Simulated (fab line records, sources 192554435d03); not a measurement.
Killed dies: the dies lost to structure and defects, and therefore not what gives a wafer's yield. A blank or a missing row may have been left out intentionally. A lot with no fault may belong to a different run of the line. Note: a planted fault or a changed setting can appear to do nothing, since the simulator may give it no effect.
Chamber matching	flow n5_finfet	N5_BEOL_M5_ETCH_75 on rie_diel-01 has 4 sister chambers
The step etches underlayer in N2/H2, target depth 6.5 nm, time 5.2 s. 4 wafers are shown with their chamber, then 10 later ones without.

WAFERS WITH THEIR CHAMBER
wafer	chamber	showerhead_plenum_p_Torr (Torr)
L075.3	2	2.60
L085.6	1	2.60
L089.1	3	2.56
L089.3	0	2.42

WAFERS WITHOUT THEIR CHAMBER
wafer	showerhead_plenum_p_Torr (Torr)
L089.4	2.56
L088.1	2.59
L088.4	2.56
L088.5	2.59
L094.1	2.59
L094.2	2.59
L094.6	2.42
L095.3	2.59
L095.5	2.55
L095.6	2.59

THE CHAMBER EACH PASSED THROUGH
wafer	from the rows above	in truth
L089.4	3	3
L088.1	can't be placed: 1 or 2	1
L088.4	3	3
L088.5	can't be placed: 1 or 2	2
L094.1	can't be placed: 1 or 2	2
L094.2	can't be placed: 1 or 2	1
L094.6	0	0
L095.3	can't be placed: 1 or 2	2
L095.5	3	3
L095.6	can't be placed: 1 or 2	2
Correct placement for 4 of the 10. From these rows, 6 cannot be placed; in 6 the true chamber is one of the candidates. Number placed wrongly: 0.
How it was worked out, from the rows above alone: a wafer's distance from a chamber is the root of the sum, over the readings, of the square of ((its reading less the chamber's mean) divided by the reading's scatter). If the next closest chamber is less than 2 further off than the closest, the wafer can't be placed; otherwise it belongs to the closest. For every chamber, the mean is computed from those of its wafers that are shown. The scatter (one wafer shown for each chamber): square how far every hidden wafer sits from the nearest shown wafer, average those squares and take the square root.
